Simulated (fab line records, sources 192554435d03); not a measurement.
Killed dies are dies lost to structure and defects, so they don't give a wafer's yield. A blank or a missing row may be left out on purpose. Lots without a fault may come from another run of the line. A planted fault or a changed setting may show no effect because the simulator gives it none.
Split-lot experiment | flow n5_finfet | 7 lots, 21 wafers read, on a route of 1938 steps

THE SPLIT
At N5_BEOL_M15_COAT_04 (resist thk 800 nm), the setting spin_rpm was moved away from the recipe's 1704 rpm on 5 of the 21 wafers read, by -2.9% to +10.4%. The other wafers ran this setting at the recipe's value.

FROM THE SPLIT TO THE READING: what the file shows between them, 2 steps
- N5_BEOL_M15_EBR_06
- N5_BEOL_M15_SOFTBAKE_05: time 60 s

THE READING
coat_of_BEOL_M15_COAT_04.thk_nm (the simulator's own value, which no gauge read), in nm, at N5_BEOL_M15_DESCUM_15 (chemistry O2, time 7.9 s). The file gives no usual value for it. The 16 wafers here that ran the recipe average 781.9 nm, standard deviation 1.8 nm.

wafer  | tool, chamber at the split | spin_rpm as run, rpm | against the recipe | coat_of_BEOL_M15_COAT_04.thk_nm, nm | against lot-mates on the recipe
L080.1 | litho_track-04, 0          | 1704                 | recipe             | 783.2                               | -
L080.2 | litho_track-04, 0          | 1704                 | recipe             | 782.8                               | -
L080.5 | litho_track-04, 0          | 1704                 | recipe             | 784.2                               | -
L087.1 | litho_track-04, 0          | 1704                 | recipe             | 783.4                               | -
L087.2 | litho_track-04, 0          | 1704                 | recipe             | 781.6                               | -
L087.4 | litho_track-04, 0          | 1704                 | recipe             | 782.8                               | -
L090.1 | litho_track-03, 0          | 1704                 | recipe             | 779.2                               | -
L090.5 | litho_track-03, 0          | 1882                 | +10.4%             | 743                                 | -36.2
L090.6 | litho_track-03, 0          | 1882                 | +10.4%             | 741.4                               | -37.8
L091.1 | litho_track-04, 0          | 1704                 | recipe             | 780.2                               | -
L091.5 | litho_track-04, 0          | 1654                 | -2.9%              | 794.8                               | +12.8
L091.6 | litho_track-04, 0          | 1704                 | recipe             | 783.8                               | -
L093.1 | litho_track-01, 0          | 1704                 | recipe             | 782                                 | -
L093.2 | litho_track-01, 0          | 1704                 | recipe             | 779.6                               | -
L093.5 | litho_track-01, 0          | 1704                 | recipe             | 778.6                               | -
L095.1 | litho_track-01, 0          | 1704                 | recipe             | 782.6                               | -
L095.3 | litho_track-01, 0          | 1704                 | recipe             | 785                                 | -
L095.6 | litho_track-01, 0          | 1704                 | recipe             | 781.2                               | -
L096.1 | litho_track-01, 0          | 1820                 | +6.8%              | 754.4                               | -26.4
L096.3 | litho_track-01, 0          | 1704                 | recipe             | 780.8                               | -
L096.6 | litho_track-01, 0          | 1820                 | +6.8%              | 755.4                               | -25.4

THE FIT
A straight line over all 21 wafers: coat_of_BEOL_M15_COAT_04.thk_nm changes by -3.88 nm for each +1% of spin_rpm; r = -0.99; the points scatter about the line by 1.8 nm.
The same after taking each lot's own level away (the mean of its wafers on the recipe; 21 wafers): -3.65 nm for each +1%; r = -1.00; scatter 1.3 nm.
On that fit, the largest move of spin_rpm shifts the reading by 38 nm.
The lots' own levels span 779.20 to 783.40 nm, that is 2.3 times the standard deviation above.
So the lot-to-lot level changes the slope little: the two slopes agree.
Check: with one of the wafers moved furthest among these (+10.4%) left out of the fit, the line predicts -39 nm for it against its lot-mates. It came out at -36.2 nm against them.

OTHER SPLITS ON THESE WAFERS
These wafers also went through other splits before the reading. Each is held against what the fit with the lots' levels taken away leaves over:
other split on the same wafers | wafers away from the commonest value | r with coat_of_BEOL_M15_COAT_04.thk_nm (lot level and that fit taken away)
N5_BEOL_M13_ETCH_59 bias_w     | 4                                    | -0.40
N5_BEOL_M13_EXPOSE_25 dose_mj  | 4                                    | -0.03
N5_BEOL_M13_DEP_53 time_s      | 7                                    | +0.27
N5_BEOL_M14_ILD_DEP_00 time_s  | 8                                    | -0.04
N5_BEOL_M15_ILD_DEP_00 temp_c  | 7                                    | +0.22

THE WHOLE CHAIN: every reading that the file lists as answering this split, in the file's order
step                  | what it does             | reading                                                                          | change (the file's fit)              | r (the file's)
N5_BEOL_M15_COAT_04   | resist thk 800 nm        | coat_of_BEOL_M15_COAT_04.thk_nm (the simulator's own value, which no gauge read) | -3.65 nm for each +1% of the setting | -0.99
N5_BEOL_M15_DESCUM_15 | chemistry O2, time 7.9 s | coat_of_BEOL_M15_COAT_04.thk_nm (the simulator's own value, which no gauge read) | -3.66 nm for each +1% of the setting | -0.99

THE FILE'S OWN FIT
coat_of_BEOL_M15_COAT_04.thk_nm changes by -3.66 nm for each +1% of spin_rpm, r = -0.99.
